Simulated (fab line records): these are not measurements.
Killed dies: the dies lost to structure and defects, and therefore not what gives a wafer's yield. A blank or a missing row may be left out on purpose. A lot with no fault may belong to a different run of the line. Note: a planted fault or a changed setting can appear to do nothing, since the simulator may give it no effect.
fab line records	flow n5-finfet
record: lots: 11	wafers: 29	last-day: 21
route steps=1938 shown BEOL_M4@1111 BEOL_M8@1366 BEOL_M9@1404 PASSIVATION@1936
lots with no fault: from the same line, run without faults
start-h: the number of hours between the record's first day and the start of the first shown wafer of the lot	wait-h: hours since the lot's step before	" same as the row above	L1.1+2: a single row standing in for several wafers	- either no value or no given start	* or withheld: withheld	< > ~ a bound
route shown NAME@n: a module of which the file shows steps, and the number in the route of the first	usual: mean/standard deviation of fault-free wafers	same: alike in all rows	chamber/n: place in a boat	sites: the reading at each site	_std_site: standard deviation across them	_edge_site: inner sites' mean taken away from outer sites' mean	radius-mm: for every site, how far away it sits from the centre of the wafer	mask NAME#n: copy n	behind: the last tool/chamber to shape the wafer	hold: cause of the lot's hold/its duration in hours/its outcome	device: the n, p or np transistor that did not switch	end of line: the tests these same wafers got at the end of their route	where a step has no rows: the recipe by itself	killed: dies lost to structure and defects at the first sort, not the wafer's yield	map: per-die view of a wafer (x killed, . not killed, _ where there is no die)
set.NAME: the setting as run; set.NAME@STEP: as run at that earlier step	model.NAME: the simulator's own value behind a step, which no gauge read
steps of the route over a sample of lots; a table a step, a row a wafer
services: from which hour (start-h, from the record's first day; less than 0 if before it) a tool's chamber was out of use, for how many hours, and why
== steps ==
step: N5_BEOL_M4_RC_MEAS_101
usual: DIBL_N: 37.7/2	DIBL_P: 37.7/2.3	IOFF_N: 0.18/0.039	IOFF_P: 0.23/0.042	ION_N: 681/12	ION_P: 463/8	SS_N: 71.9/0.68	SS_P: 73.6/0.71	VT_N: 248/3.2	VT_P: -249/3.1
lot.wafer	tool	chamber	start-h	wait-h	DIBL_N[mV/V]	DIBL_P[mV/V]	IOFF_N[nA/um]	IOFF_P[nA/um]	ION_N[uA/um]	ION_P[uA/um]	SS_N[mV/dec]	SS_P[mV/dec]	VT_N[mV]	VT_P[mV]
L470.2	prober-02	0	276.70	0.2	38.0	37.0	0.19	0.20	692	462	71.4	73.3	247	-252
L470.6	"	0	"	"	37.4	37.3	0.16	0.21	681	459	71.2	73.3	249	-252
L474.1	prober-01	0	298.57	0.0	40.2	40.8	0.22	0.27	673	456	72.8	74.5	246	-248
L474.2	"	0	"	"	39.1	39.3	0.21	0.24	687	465	72.5	73.8	247	-248
L474.6	"	0	"	"	38.9	38.2	0.19	0.22	662	449	71.9	73.5	251	-251
L475.1	prober-02	0	306.99	0.0	38.7	39.1	0.19	0.25	679	459	72.9	74.1	248	-251
L475.3	"	0	"	"	36.7	36.1	0.15	0.18	680	458	72.5	73.9	250	-256
L475.6	"	0	"	"	37.4	39.1	0.18	0.25	695	471	72.8	74.3	251	-250
L476.1	prober-01	0	309.95	0.0	37.6	36.9	0.16	0.23	664	460	72.0	74.0	250	-249
L476.2	"	0	"	"	40.3	38.5	0.23	0.25	682	461	72.7	74.1	247	-245
L476.5	"	0	"	"	38.8	38.6	0.18	0.24	670	455	71.5	73.5	251	-250
L478.2	prober-01	0	317.33	0.2	39.3	39.7	0.19	0.27	701	477	71.6	73.5	246	-249
L478.3	"	0	"	"	39.9	40.9	0.22	0.27	709	470	72.0	74.2	244	-249
L478.6	"	0	"	"	41.5	41.8	0.27	0.30	715	484	72.1	74.2	242	-245
L484.4	prober-02	0	348.91	0.5	37.3	36.6	0.16	0.23	680	463	72.0	74.3	252	-250
L484.6	"	0	"	"	38.1	37.9	0.19	0.25	676	459	72.4	73.7	249	-246
L480.1	prober-01	0	353.43	0.0	34.6	35.0	0.14	0.19	668	461	70.6	73.0	249	-250
L480.2	"	0	"	"	36.4	37.2	0.16	0.22	673	461	71.1	73.6	251	-251
L480.6	"	0	"	"	39.1	40.1	0.21	0.27	685	458	72.7	73.4	247	-248
L483.2	prober-02	0	358.24	0.2	37.4	38.8	0.16	0.23	663	454	71.4	74.0	254	-251
L483.6	"	0	"	"	36.1	37.4	0.15	0.20	674	456	71.9	73.9	252	-252
L486.3	prober-01	0	378.16	0.3	38.2	38.9	0.19	0.24	685	466	71.8	73.5	246	-248
L486.6	"	0	"	"	33.5	32.8	0.11	0.16	674	461	70.6	72.8	254	-255
L487.1	prober-01	0	385.68	0.0	38.0	40.6	0.18	0.23	686	471	72.0	73.7	247	-252
L487.3	"	0	"	"	33.6	34.2	0.11	0.14	645	444	71.2	71.8	256	-253
L487.4	"	0	"	"	35.8	36.5	0.15	0.17	675	454	71.7	73.3	251	-256
L489.1	prober-02	0	389.10	0.0	39.4	38.3	0.22	0.26	685	469	73.2	73.9	245	-247
L489.5	"	0	"	"	36.0	34.0	0.17	0.19	680	459	71.6	72.8	249	-251
L489.6	"	0	"	"	38.5	39.8	0.22	0.30	688	471	71.4	73.6	244	-246
step: N5_BEOL_M8_OVL_MEAS_29
recipe: points-per-wafer: 522
usual: V7_OVL: -0.4/0.65
lot.wafer	tool	chamber	start-h	wait-h	V7_OVL[nm]
L470.2	overlay-02	0	318.12	0.0	-1.3
L470.6	"	0	"	"	-1.2
L474.1	overlay-01	0	331.85	0.0	0.1
L474.2	"	0	"	"	-0.5
L474.6	"	0	"	"	0.3
L476.1	overlay-01	0	342.02	0.0	-0.1
L476.2	"	0	"	"	-1.1
L476.5	"	0	"	"	-0.7
L475.1	overlay-01	0	346.44	0.0	-0.9
L475.3	"	0	"	"	-1.1
L475.6	"	0	"	"	-1.3
L478.2	overlay-02	0	349.68	0.0	-0.1
L478.3	"	0	"	"	-0.2
L478.6	"	0	"	"	0.1
L484.4	overlay-02	0	379.66	0.0	-1.3
L484.6	"	0	"	"	0.3
L480.1	overlay-02	0	387.78	0.0	0.1
L480.2	"	0	"	"	0.7
L480.6	"	0	"	"	0.1
L483.2	overlay-01	0	394.34	0.0	-0.2
L483.6	"	0	"	"	0.4
L486.3	overlay-02	0	413.14	0.0	0.7
L486.6	"	0	"	"	0.8
L487.1	overlay-01	0	419.19	0.0	-0.2
L487.3	"	0	"	"	-0.8
L487.4	"	0	"	"	-0.9
L489.1	overlay-01	0	427.04	0.0	-1.2
L489.5	"	0	"	"	-0.7
L489.6	"	0	"	"	-0.6
step: N5_BEOL_M8_DEGAS_44
recipe: ambient: vacuum	temp-c: 250	time-s: 60
usual: heater-power-w: 336/41
lot.wafer	tool	chamber	start-h	wait-h	heater-power-w
L470.2	pvd-sputter-03	-	321.63	2.2	349
L470.6	"	-	"	"	310
L474.1	pvd-sputter-03	-	333.27	0.6	400
L474.2	"	-	"	"	318
L474.6	"	-	"	"	304
L476.1	pvd-sputter-03	-	343.68	0.6	398
L476.2	"	-	"	"	308
L476.5	"	-	"	"	398
L475.1	pvd-sputter-01	-	348.62	0.6	314
L475.3	"	-	"	"	296
L475.6	"	-	"	"	305
L478.2	pvd-sputter-02	-	350.81	0.3	279
L478.3	"	-	"	"	407
L478.6	"	-	"	"	310
L484.4	pvd-sputter-01	-	381.24	0.4	309
L484.6	"	-	"	"	407
L480.1	pvd-sputter-02	-	389.38	0.4	276
L480.2	"	-	"	"	314
L480.6	"	-	"	"	278
L483.2	pvd-sputter-01	-	395.82	0.7	276
L483.6	"	-	"	"	399
L486.3	pvd-sputter-01	-	414.64	0.5	277
L486.6	"	-	"	"	307
L487.1	pvd-sputter-03	-	420.66	0.7	349
L487.3	"	-	"	"	316
L487.4	"	-	"	"	310
L489.1	pvd-sputter-03	-	428.52	0.5	352
L489.5	"	-	"	"	398
L489.6	"	-	"	"	346
step: N5_BEOL_M9_PECVD_70
recipe: material: SiO2	target-thk-a: 200	temp-c: 400	precursor: TEOS/O2	pressure-torr: 5.5	rf-w: 450	teos-flow-sccm: 53.8	gas: O2	flow-sccm: 3000	time-s: 22.7
usual: chamber-pressure-Torr: 5.500/0.013	heater-power-outer-w: 436/72	heater-power-w: 747/130	showerhead-plenum-p-Torr: 8.77/0.067	throttle-valve-pct: 22.7/0.81
lot.wafer	tool	chamber	start-h	wait-h	chamber-pressure-Torr	heater-power-outer-w	heater-power-w	showerhead-plenum-p-Torr	throttle-valve-pct
L470.2	pecvd-03	2	325.24	0.1	5.495	462	802	8.92	21.5
L470.6	"	2	"	"	5.488	462	787	8.92	21.7
L474.1	pecvd-04	2	336.21	0.0	5.509	522	948	8.80	20.8
L474.2	"	0	"	"	5.492	540	970	8.74	22.9
L474.6	"	1	"	"	5.501	472	794	8.65	23.7
L476.1	pecvd-02	1	346.34	0.0	-	-	-	-	-
L476.2	"	2	"	"	-	-	-	-	-
L476.5	"	0	"	"	-	-	-	-	-
L475.1	pecvd-02	1	351.21	0.0	-	-	-	-	-
L475.3	"	0	"	"	-	-	-	-	-
L475.6	"	2	"	"	-	-	-	-	-
L478.2	pecvd-02	1	353.52	0.0	-	-	-	-	-
L478.3	"	0	"	"	-	-	-	-	-
L478.6	"	2	"	"	-	-	-	-	-
L484.4	pecvd-02	1	384.22	0.1	5.486	529	816	8.74	23.5
L484.6	"	0	"	"	5.532	436	730	8.78	22.6
L480.1	pecvd-04	0	392.76	0.0	5.493	511	935	8.72	23.1
L480.2	"	1	"	"	5.525	417	736	8.65	23.3
L480.6	"	1	"	"	5.512	431	720	8.66	23.7
L483.2	pecvd-03	1	398.41	0.0	5.502	390	617	8.74	23.6
L483.6	"	0	"	"	5.496	330	558	8.73	22.7
L486.3	pecvd-04	2	417.38	0.1	5.497	500	906	8.80	21.2
L486.6	"	2	"	"	5.501	484	861	8.80	21.4
L487.1	pecvd-04	2	423.21	0.0	5.488	524	936	8.81	21.6
L487.3	"	1	"	"	5.488	446	758	8.65	24.0
L487.4	"	1	"	"	5.498	456	756	8.67	23.6
L489.1	pecvd-02	0	431.94	0.0	5.486	395	689	8.77	22.8
L489.5	"	2	"	"	5.498	338	641	8.79	22.8
L489.6	"	0	"	"	5.517	384	693	8.78	22.8
step: N5_BEOL_M9_ETCH_62
recipe: chemistry: N2/H2	target: SOC	target-depth-a: 1100	overetch-a: 220	mask-material: SiARC	temp-c: 40	time-s: 165	ion-energy-ev: 200	pressure-mtorr: 30	source-w: 840	bias-w: 150	n2-flow-sccm: 200	h2-flow-sccm: 200
usual: drypump-motor-current-A: 5.6/0.4	oes-product-au: 0.67/0.067	rf-vpp-V: 523.7/3	showerhead-plenum-p-Torr: 2.53/0.11	temp-c: 39.99/0.12	throttle-valve-pct: 17.8/0.31
lot.wafer	tool	chamber	start-h	wait-h	drypump-motor-current-A	oes-product-au	rf-hours-counter-h	rf-vpp-V	showerhead-plenum-p-Torr	temp-c	throttle-valve-pct
L470.2	rie-diel-02	1	327.83	0.0	4.8	0.63	191	523.7	2.52	39.87	18.1
L470.6	"	3	"	"	5.4	0.68	-	528.1	2.67	40.16	17.6
L474.1	rie-diel-06	3	338.02	0.0	5.4	0.75	40	529.2	2.71	39.84	18.1
L474.2	"	0	"	"	5.8	0.74	53	522.0	2.47	39.98	17.3
L474.6	"	3	"	"	5.4	0.75	-	528.8	2.71	39.96	18.1
L476.1	rie-diel-06	0	347.98	0.0	5.8	0.74	58	522.4	2.47	39.94	17.3
L476.2	"	3	"	"	5.4	0.74	44	527.5	2.71	39.99	18.1
L476.5	"	0	"	"	5.7	0.74	-	523.0	2.47	40.11	17.3
L475.1	rie-diel-02	3	351.89	0.0	5.4	0.67	91	528.5	2.67	39.86	17.6
L475.3	"	0	"	"	5.8	0.66	124	521.0	2.43	39.77	17.7
L475.6	"	2	"	"	5.9	0.58	-	520.0	2.42	40.02	18.2
L478.2	rie-diel-03	0	354.75	0.0	5.2	0.72	43	521.5	2.47	39.99	17.7
L478.3	"	2	"	"	6.0	0.57	248	520.0	2.40	40.15	17.7
L478.6	"	2	"	"	6.0	0.58	-	519.3	2.40	39.97	17.7
L484.4	rie-diel-06	0	386.51	0.0	5.7	0.72	71	520.8	2.46	39.97	17.3
L484.6	"	2	"	"	5.8	0.58	-	523.4	2.61	40.19	17.5
L480.1	rie-diel-02	3	395.60	0.0	5.4	0.66	110	526.7	2.66	39.86	17.6
L480.2	"	1	"	"	4.8	0.61	209	523.1	2.51	40.07	18.2
L480.6	"	3	"	"	5.4	0.65	-	528.4	2.66	40.00	17.6
L483.2	rie-diel-03	0	399.72	0.0	5.2	0.70	59	522.1	2.47	39.99	17.7
L483.6	"	0	"	"	5.3	0.69	-	521.7	2.47	39.96	17.7
L486.3	rie-diel-03	2	418.67	0.0	6.0	0.80	10	529.3	2.71	40.19	17.2
L486.6	"	0	"	"	5.2	0.69	-	521.0	2.46	40.00	17.7
L487.1	rie-diel-03	0	425.24	0.0	5.3	0.68	65	523.0	2.46	39.96	17.7
L487.3	"	3	"	"	6.5	0.60	206	524.0	2.51	39.87	17.7
L487.4	"	1	"	"	5.9	0.75	41	525.0	2.59	39.73	17.5
L489.1	rie-diel-02	1	432.89	0.0	4.9	0.61	222	523.2	2.51	39.80	18.2
L489.5	"	1	"	"	4.9	0.61	-	523.8	2.50	39.90	18.2
L489.6	"	0	"	"	5.8	0.63	-	520.5	2.41	39.87	17.8
step: N5_PASSIVATION_PROBE_49
usual: defect-limited-yield: 91.1/1.4	killed_at_M0_to_M3: 34/9.6	killed_at_M4_up: 15/5.3	killed-at-contacts: 12/6.1	killed-at-front-end: 40/11	killed-at-other: 3.5/2.8	killed-dies: 105/17	killed-on-rim: 14/4.3	killed-open: 70/12	killed-short: 34/7.7	sort_bin_5_function: 5.2/0.97	sort_bin_6_memory: 3.4/0.62	sort_bin_8_speed: 0.00/0.023	sort-n-pass: 1075/17	sort-yield-pct: 91.1/1.4
same: gross-dies: 1180	killed-at-back-side: 0	sort_bin_4_leakage[%]: 0
lot.wafer	tool	chamber	start-h	wait-h	defect-limited-yield[%]	killed_at_M0_to_M3	killed_at_M4_up	killed-at-contacts	killed-at-front-end	killed-at-other	killed-dies	killed-on-rim	killed-open	killed-short	sort_bin_5_function[%]	sort_bin_6_memory[%]	sort_bin_8_speed[%]	sort-n-pass	sort-yield-pct[%]
L470.2	prober-01	-	392.31	0.1	90.6	37	20	11	41	2	111	14	84	25	6.4	2.9	0	1069	90.6
L470.6	prober-01	-	392.51	0.3	89.7	35	17	23	45	2	122	10	74	45	6.4	3.7	0	1058	89.7
L474.1	prober-02	-	407.84	0.0	92.2	35	12	12	31	2	92	9	58	31	4.2	3.3	0	1088	92.2
L474.2	prober-02	-	407.89	0.1	91.8	39	18	11	27	2	97	9	63	32	5.6	2.4	0	1083	91.8
L474.6	prober-02	-	408.09	0.3	89.5	48	16	12	43	5	124	14	74	42	6.5	3.3	0	1056	89.5
L476.1	prober-02	-	408.14	0.1	63.6	33	343	10	37	6	429	22	71	36	32.6	3.5	0	751	63.6
L476.2	prober-02	-	408.19	0.2	64.7	25	335	15	31	10	416	112	70	26	31.2	3.6	0	764	64.7
L476.5	prober-02	-	408.34	0.3	62.2	18	367	25	34	2	446	112	66	24	34.5	3.1	0	734	62.2
L475.1	prober-02	-	413.05	0.0	65.0	22	326	15	48	2	413	11	66	28	30.5	4.2	0	767	65.0
L475.3	prober-02	-	413.15	0.1	65.2	28	332	14	32	5	411	118	60	30	32.3	2.3	0	769	65.2
L475.6	prober-02	-	413.30	0.3	62.2	45	330	16	55	0	446	120	87	45	33.4	4.2	0	734	62.2
L478.2	prober-01	-	420.57	0.1	64.6	48	318	7	39	6	418	22	75	44	31.7	3.4	0	762	64.6
L478.3	prober-01	-	420.62	0.1	64.7	16	353	7	37	3	416	116	56	26	32.2	2.7	0	764	64.7
L478.6	prober-01	-	420.77	0.3	65.9	9	339	8	44	2	402	113	54	29	31.6	2.0	0	778	65.9
L484.4	prober-02	-	450.00	0.2	90.5	39	15	9	45	4	112	16	75	37	5.0	3.9	0	1068	90.5
L484.6	prober-02	-	450.10	0.3	91.2	34	7	19	41	3	104	12	68	36	5.7	3.0	0	1076	91.2
L480.1	prober-01	-	454.47	0.3	89.6	48	15	27	33	0	123	15	92	31	6.4	3.9	0	1057	89.6
L480.2	prober-01	-	454.52	0.3	89.7	41	15	18	47	0	121	19	86	35	6.2	3.8	0	1059	89.7
L480.6	prober-01	-	454.72	0.5	90.5	42	17	21	29	3	112	15	78	34	5.3	4.2	0	1068	90.5
L483.2	prober-01	-	456.98	0.1	91.9	29	10	12	39	6	96	20	49	46	4.7	3.3	0	1084	91.9
L483.6	prober-01	-	457.18	0.3	91.4	32	18	9	36	6	101	16	67	34	5.4	3.0	0	1079	91.4
L486.3	prober-01	-	480.44	0.1	89.4	43	13	12	55	2	125	18	84	41	5.3	5.2	0	1055	89.4
L486.6	prober-01	-	480.59	0.3	89.2	37	16	17	55	3	128	25	86	41	6.7	3.7	0	1052	89.2
L487.1	prober-02	-	482.96	0.0	91.5	27	19	13	34	7	100	16	74	26	4.9	3.3	0	1080	91.5
L487.3	prober-02	-	483.06	0.1	92.5	33	8	11	34	2	88	14	52	34	4.2	2.9	0.25	1089	92.3
L487.4	prober-02	-	483.11	0.2	91.0	25	19	1	59	2	106	13	72	33	5.2	3.7	0	1074	91.0
L489.1	prober-02	-	501.33	0.3	92.5	20	13	8	42	6	89	7	55	32	4.3	2.9	0	1091	92.5
L489.5	prober-02	-	501.53	0.5	90.8	46	8	6	43	5	108	11	62	45	4.9	3.6	0	1072	90.8
L489.6	prober-02	-	501.58	0.5	90.6	34	12	7	53	5	111	16	71	39	6.0	3.1	0	1069	90.6
killed by level:class
L470.2 BEOL_M4:geometric-particle:open=17 BEOL_M3:geometric-particle:open=15 FIN_SAQP:geometric-particle:open=11 MOL_CONTACT_COAG:geometric-particle:open=8 BEOL_M0_SAQP:geometric-particle:open=7 STI_FIN_REVEAL:geometric-particle:open=6 DUMMY_GATE:geometric-particle:open=6 FIN_SAQP:geometric-particle:short=4
L470.6 MOL_CONTACT_COAG:geometric-particle:open=15 BEOL_M3:geometric-particle:open=12 BEOL_M0_SAQP:geometric-particle:short=9 BEOL_M4:geometric-particle:open=9 MOL_CONTACT_COAG:geometric-particle:short=8 STI_FIN_REVEAL:geometric-particle:open=7 FIN_SAQP:geometric-particle:open=6 STI_FIN_REVEAL:geometric-particle:short=5
L474.1 MOL_CONTACT_COAG:geometric-particle:open=8 BEOL_M0_SAQP:geometric-particle:short=7 BEOL_M2:geometric-particle:open=7 BEOL_M3:geometric-particle:open=6 GATE_CUT:geometric-particle:short=6 BEOL_M0_SAQP:geometric-particle:open=5 BEOL_M4:geometric-particle:open=5 FIN_SAQP:geometric-particle:open=4
L474.2 BEOL_M0_SAQP:geometric-particle:open=13 MOL_CONTACT_COAG:geometric-particle:open=10 BEOL_M4:geometric-particle:open=9 BEOL_M0_SAQP:geometric-particle:short=8 BEOL_M2:geometric-particle:open=6 DUMMY_GATE:geometric-particle:open=5 FIN_SAQP:geometric-particle:short=4 BEOL_M1:geometric-particle:open=4
L474.6 BEOL_M2:geometric-particle:open=12 FIN_SAQP:geometric-particle:short=11 BEOL_M1:geometric-particle:open=10 MOL_CONTACT_COAG:geometric-particle:open=9 BEOL_M0_SAQP:geometric-particle:open=9 BEOL_M0_SAQP:geometric-particle:short=7 HKMG_FIN:area-etch=7 BEOL_M4:geometric-particle:open=6
L476.1 BEOL_M9:area-pecvd=320 BEOL_M4:geometric-particle:open=15 MOL_CONTACT_COAG:geometric-particle:open=9 BEOL_M2:geometric-particle:open=9 BEOL_M0_SAQP:geometric-particle:short=8 GATE_CUT:geometric-particle:short=7 ILD0:geometric-particle:open=6 FIN_SAQP:geometric-particle:open=5
L476.2 BEOL_M9:area-pecvd=316 MOL_CONTACT_COAG:geometric-particle:open=12 BEOL_M4:geometric-particle:open=10 STI_FIN_REVEAL:geometric-particle:open=9 BEOL_M2:geometric-particle:open=8 FIN_SAQP:geometric-particle:open=5 BEOL_M0_SAQP:geometric-particle:open=4 BEOL_M0:geometric-particle:open=4
L476.5 BEOL_M9:area-pecvd=354 MOL_CONTACT_COAG:geometric-particle:open=20 STI_FIN_REVEAL:geometric-particle:open=7 FIN_SAQP:geometric-particle:open=6 BEOL_M4:geometric-particle:open=6 MOL_CONTACT_COAG:geometric-particle:short=5 STI_FIN_REVEAL:geometric-particle:short=4 DUMMY_GATE:geometric-particle:open=4
L475.1 BEOL_M9:area-pecvd=318 STI_FIN_REVEAL:geometric-particle:open=14 FIN_SAQP:geometric-particle:open=10 MOL_CONTACT_COAG:geometric-particle:open=10 BEOL_M0_SAQP:geometric-particle:open=9 BEOL_M0_SAQP:geometric-particle:short=6 ILD0:geometric-particle:short=5 MOL_CONTACT_COAG:geometric-particle:short=5
L475.3 BEOL_M9:area-pecvd=321 MOL_CONTACT_COAG:geometric-particle:open=10 BEOL_M0_SAQP:geometric-particle:open=10 FIN_SAQP:geometric-particle:open=8 BEOL_M0_SAQP:geometric-particle:short=8 STI_FIN_REVEAL:geometric-particle:open=7 BEOL_M4:geometric-particle:open=6 BEOL_M1:geometric-particle:open=5
L475.6 BEOL_M9:area-pecvd=314 BEOL_M0_SAQP:geometric-particle:open=18 FIN_SAQP:geometric-particle:open=13 FIN_SAQP:geometric-particle:short=11 STI_FIN_REVEAL:geometric-particle:open=11 MOL_CONTACT_COAG:geometric-particle:open=10 BEOL_M0_SAQP:geometric-particle:short=9 BEOL_M4:geometric-particle:open=8
L478.2 BEOL_M9:area-pecvd=299 BEOL_M0_SAQP:geometric-particle:open=22 BEOL_M4:geometric-particle:open=10 FIN_SAQP:geometric-particle:open=9 BEOL_M0_SAQP:geometric-particle:short=9 FIN_SAQP:geometric-particle:short=8 MOL_CONTACT_COAG:geometric-particle:open=7 GATE_CUT:geometric-particle:open=6
L478.3 BEOL_M9:area-pecvd=334 BEOL_M4:geometric-particle:open=8 FIN_SAQP:geometric-particle:short=7 MOL_CONTACT_COAG:geometric-particle:open=7 STARTING-WAFER:geometric-particle:short=6 STI_FIN_REVEAL:geometric-particle:open=5 GATE_CUT:geometric-particle:open=5 BEOL_M2:geometric-particle:open=5
L478.6 BEOL_M9:area-pecvd=319 FIN_SAQP:geometric-particle:open=10 GATE_CUT:geometric-particle:short=9 FIN_SAQP:geometric-particle:short=8 MOL_CONTACT_COAG:geometric-particle:open=8 BEOL_M4:geometric-particle:open=6 GATE_CUT:geometric-particle:open=4 BEOL_M8:geometric-particle:open=4
L484.4 BEOL_M2:geometric-particle:open=15 FIN_SAQP:geometric-particle:short=11 FIN_SAQP:geometric-particle:open=10 STI_FIN_REVEAL:geometric-particle:open=9 BEOL_M0_SAQP:geometric-particle:short=6 MOL_CONTACT_COAG:geometric-particle:open=5 BEOL_M3:geometric-particle:open=5 DUMMY_GATE:geometric-particle:open=4
L484.6 MOL_CONTACT_COAG:geometric-particle:open=17 BEOL_M2:geometric-particle:open=12 FIN_SAQP:geometric-particle:short=11 FIN_SAQP:geometric-particle:open=9 STI_FIN_REVEAL:geometric-particle:open=7 BEOL_M1:geometric-particle:open=5 BEOL_M2:geometric-particle:short=5 BEOL_M0_SAQP:geometric-particle:short=4
L480.1 MOL_CONTACT_COAG:geometric-particle:open=23 STI_FIN_REVEAL:geometric-particle:open=10 BEOL_M1:geometric-particle:open=10 BEOL_M0:geometric-particle:open=7 BEOL_M0_SAQP:geometric-particle:short=7 BEOL_M4:geometric-particle:open=7 BEOL_M3:geometric-particle:open=6 BEOL_M2:geometric-particle:open=6
L480.2 MOL_CONTACT_COAG:geometric-particle:open=15 DUMMY_GATE:geometric-particle:open=12 BEOL_M4:geometric-particle:open=10 BEOL_M1:geometric-particle:open=8 BEOL_M0_SAQP:geometric-particle:open=8 BEOL_M3:geometric-particle:open=7 FIN_SAQP:geometric-particle:open=6 BEOL_M2:geometric-particle:open=6
L480.6 MOL_CONTACT_COAG:geometric-particle:open=20 BEOL_M2:geometric-particle:open=13 FIN_SAQP:geometric-particle:short=9 BEOL_M1:geometric-particle:open=9 BEOL_M4:geometric-particle:open=7 BEOL_M0_SAQP:geometric-particle:short=5 BEOL_M3:geometric-particle:open=5 FIN_SAQP:geometric-particle:open=3
L483.2 BEOL_M0_SAQP:geometric-particle:short=15 FIN_SAQP:geometric-particle:short=10 MOL_CONTACT_COAG:geometric-particle:open=8 BEOL_M0_SAQP:geometric-particle:open=7 STI_FIN_REVEAL:geometric-particle:open=6 STARTING-WAFER:geometric-particle:short=5 FIN_SAQP:geometric-particle:open=4 MOL_CONTACT_COAG:geometric-particle:short=4
L483.6 MOL_CONTACT_COAG:geometric-particle:open=9 BEOL_M2:geometric-particle:open=9 BEOL_M4:geometric-particle:open=9 FIN_SAQP:geometric-particle:short=7 STI_FIN_REVEAL:geometric-particle:open=6 BEOL_M0_SAQP:geometric-particle:short=6 FIN_SAQP:geometric-particle:open=5 BEOL_M3:geometric-particle:short=5
L486.3 STI_FIN_REVEAL:geometric-particle:open=13 MOL_CONTACT_COAG:geometric-particle:open=12 BEOL_M2:geometric-particle:open=12 FIN_SAQP:geometric-particle:short=9 BEOL_M0_SAQP:geometric-particle:open=8 BEOL_M0_SAQP:geometric-particle:short=8 BEOL_M4:geometric-particle:open=8 FIN_SAQP:geometric-particle:open=7
L486.6 FIN_SAQP:geometric-particle:open=19 FIN_SAQP:geometric-particle:short=15 MOL_CONTACT_COAG:geometric-particle:open=13 BEOL_M0_SAQP:geometric-particle:open=10 BEOL_M2:geometric-particle:open=9 STARTING-WAFER:geometric-particle:open=6 MOL_CONTACT_COAG:geometric-particle:short=4 BEOL_M0:geometric-particle:open=4
L487.1 MOL_CONTACT_COAG:geometric-particle:open=10 FIN_SAQP:geometric-particle:open=9 BEOL_M0_SAQP:geometric-particle:open=9 BEOL_M4:geometric-particle:open=9 BEOL_M0_SAQP:geometric-particle:short=5 DUMMY_GATE:geometric-particle:open=4 BEOL_M0:geometric-particle:open=4 MIM_TOP:geometric-particle:open=4
L487.3 MOL_CONTACT_COAG:geometric-particle:open=11 BEOL_M0_SAQP:geometric-particle:open=9 FIN_SAQP:geometric-particle:short=8 BEOL_M3:geometric-particle:open=7 FIN_SAQP:geometric-particle:open=5 BEOL_M0_SAQP:geometric-particle:short=5 BEOL_M1:geometric-particle:open=4 STI_FIN_REVEAL:geometric-particle:open=3
L487.4 FIN_SAQP:geometric-particle:open=21 FIN_SAQP:geometric-particle:short=12 BEOL_M1:geometric-particle:open=10 BEOL_M4:geometric-particle:open=10 STARTING-WAFER:geometric-particle:short=5 DUMMY_GATE:geometric-particle:open=4 BEOL_M0_SAQP:geometric-particle:open=4 BEOL_M8:geometric-particle:open=4
L489.1 FIN_SAQP:geometric-particle:open=8 STI_FIN_REVEAL:geometric-particle:open=7 BEOL_M3:geometric-particle:open=6 MOL_CONTACT_COAG:geometric-particle:open=5 BEOL_M0_SAQP:geometric-particle:short=5 BEOL_M4:geometric-particle:open=5 FIN_SAQP:geometric-particle:short=4 SPACER0:geometric-particle:short=4
L489.5 BEOL_M0_SAQP:geometric-particle:short=10 BEOL_M2:geometric-particle:open=10 FIN_SAQP:geometric-particle:short=7 BEOL_M0_SAQP:geometric-particle:open=7 BEOL_M3:geometric-particle:open=7 FIN_SAQP:geometric-particle:open=5 SPACER0:geometric-particle:short=5 SPACER0:geometric-particle:open=5
L489.6 FIN_SAQP:geometric-particle:short=14 BEOL_M1:geometric-particle:open=9 BEOL_M2:geometric-particle:open=8 STI_FIN_REVEAL:geometric-particle:open=7 STARTING-WAFER:geometric-particle:open=7 MOL_CONTACT_COAG:geometric-particle:open=5 FIN_SAQP:geometric-particle:open=4 DUMMY_GATE:geometric-particle:open=4
== services ==
tool	chamber	start-h	hours	kind
pecvd-04	1	306.59	4.1	repair
pecvd-02	-	324.36	0.8	repair
pecvd-04	-	324.90	0.8	repair
rie-diel-06	2	340.34	7.7	repair
pecvd-04	2	355.79	2.1	scheduled-down
pecvd-02	2	355.98	11.3	repair
rie-diel-02	1	357.58	23.7	repair
rie-diel-02	-	358.10	0.8	repair
rie-diel-03	2	363.34	-	clean
rie-diel-03	2	363.34	-	consumable-replace:focus-ring
pecvd-04	-	364.73	5.5	pm
pecvd-04	2	373.85	5.0	scheduled-down
rie-diel-02	2	383.25	-	clean
rie-diel-02	2	383.25	-	consumable-replace:focus-ring
rie-diel-02	2	383.25	-	consumable-replace:showerhead
rie-diel-02	2	383.25	17.0	scheduled-down
rie-diel-02	2	383.25	17.0	vent-cycle
pecvd-02	1	403.96	-	clean
pecvd-02	1	403.96	-	consumable-replace:showerhead
pecvd-02	1	403.96	29.0	scheduled-down
pecvd-02	1	403.96	29.0	vent-cycle
pvd-sputter-02	-	409.67	7.3	repair
pecvd-04	0	414.13	6.0	repair
pvd-sputter-01	-	426.95	3.4	repair
== key ==
first-sign: step: N5_BEOL_M9_PECVD_70	reading: tool-record	direction: missing
effect: step: N5_PASSIVATION_PROBE_49	reading: killed_at_M4_up	direction: up	sigmas: 61	usual: 15	struck: 338
more-kills-born-at: N5_BEOL_M9_PECVD_70@pecvd-02: 2895
met-at N5_BEOL_M9_PECVD_70
struck-lots L475,L476,L478
not-acting-at N5_BEOL_M8_OVL_MEAS_29,N5_BEOL_M8_DEGAS_44,N5_BEOL_M9_ETCH_62
fault: kind: skipped-step-whole	tool: pecvd-02	chamber: -	onset-h: 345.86	steps: N5_BEOL_M9_PECVD_70	scope: struck-lots-only
